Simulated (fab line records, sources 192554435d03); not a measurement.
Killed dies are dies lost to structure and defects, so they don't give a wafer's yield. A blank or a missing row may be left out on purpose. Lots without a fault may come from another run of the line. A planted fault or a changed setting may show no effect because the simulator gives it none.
One fault seen from 2 desks | flow n5_finfet | each desk has only its own numbers; what lay behind them comes last

THE METROLOGY DESK
What the gauges read, lot by lot, whatever tool the lot ran on: means of the sampled wafers that have a number. A lot is out of limits, marked OUT, if its mean lies more than 4 standard deviations from the usual mean; the brackets give that distance. Of its 10 readings 7 are shown: those that lie furthest out on some lot.
Columns: A = DIBL_P at N5_BEOL_M4_RC_MEAS_101, usual 37.0 mV/V; B = ION_N at N5_BEOL_M4_RC_MEAS_101, usual 679 uA/um; C = ION_P at N5_BEOL_M4_RC_MEAS_101, usual 465 uA/um; D = SS_N at N5_BEOL_M4_RC_MEAS_101, usual 71.7 mV/dec; E = SS_P at N5_BEOL_M4_RC_MEAS_101, usual 73.6 mV/dec; F = VT_N at N5_BEOL_M4_RC_MEAS_101, usual 249 mV; G = VT_P at N5_BEOL_M4_RC_MEAS_101, usual -249 mV
lot  | first seen here | A    | B   | C   | D    | E    | F   | G
L378 | day 10 13:54    | 37.1 | 684 | 468 | 71.7 | 73.5 | 246 | -249
L377 | day 10 21:20    | 34.4 | 660 | 452 | 71.8 | 73.5 | 254 | -256
L381 | day 10 21:41    | 37.4 | 675 | 466 | 72.0 | 73.6 | 250 | -248
L382 | day 11 19:07    | 38.4 | 686 | 467 | 72.0 | 73.6 | 244 | -249
L385 | day 13 07:55    | 38.2 | 691 | 469 | 71.4 | 73.9 | 246 | -247
L386 | day 13 16:23    | 37.7 | 669 | 455 | 71.9 | 74.0 | 249 | -253
L390 | day 13 18:02    | 34.4 | 684 | 473 | 71.7 | 73.2 | 249 | -246
L388 | day 14 07:47    | 37.5 | 673 | 466 | 71.4 | 74.3 | 250 | -248
L392 | day 14 23:17    | 34.6 | 670 | 461 | 71.0 | 73.0 | 251 | -252
L393 | day 15 02:08    | 38.1 | 682 | 470 | 72.2 | 73.8 | 247 | -247
This desk's finding: nothing out of limits on any of the 10 lots.

THE TOOL OWNER'S DESK: ald_sin-02
The tool's own readings at N5_MOL_CONTACT_COAG_ALD_27 (deposits SiOC, target thk 17 nm, pulse time 1.5 s, time 2720 s): means of the sampled wafers that have a number, for each lot that ran on this tool. A lot is out of limits, marked OUT, if its mean lies more than 4 standard deviations from the usual mean; the brackets give that distance.
Columns: A = heater_power_w at N5_MOL_CONTACT_COAG_ALD_27, usual 870 W; B = precursor_pulse_height_rel at N5_MOL_CONTACT_COAG_ALD_27, usual 1.000; C = run_length_s at N5_MOL_CONTACT_COAG_ALD_27, usual 2769.8 s
lot  | first seen here | A   | B     | C
L378 | day 5 04:20     | 822 | 0.989 | 2769.0
L382 | day 6 06:10     | 826 | 0.991 | 2769.2
L385 | day 7 01:01     | 829 | 0.986 | 2769.2
L386 | day 7 07:33     | 843 | 0.985 | 2769.4
L388 | day 7 20:40     | 784 | 0.995 | 2769.1
L390 | day 8 13:58     | 830 | 0.990 | 2769.1
L392 | day 8 21:50     | 952 | 1.016 | 3588.3 (+99 or more) OUT
L393 | day 9 02:38     | 758 | 0.997 | 4406.3 (+99 or more) OUT
This desk's finding: out of limits on L392, L393; first on L392, day 8 21:50 (run_length_s at N5_MOL_CONTACT_COAG_ALD_27). In limits: L378, L382, L385, L386, L388, L390.

PUT TOGETHER
The tool owner's desk could have raised an alarm at day 8 21:50, on L392, L393.
The metrology desk saw nothing out of limits.
The metrology desk has L392, L393 on record, within its limits.
Of the lots named, all ran N5_MOL_CONTACT_COAG_ALD_27 on ald_sin-02.

WHAT THE SIMULATOR HAD PUT IN
Process parameter drift: ald_sin-02, from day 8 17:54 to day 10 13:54, at N5_MOL_CONTACT_COAG_ALD_27. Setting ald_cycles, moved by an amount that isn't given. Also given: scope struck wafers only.
Lots struck among those shown: L392, L393.
Hours from the fault's start to each desk's first reading out of limits: the tool owner's desk, 4.
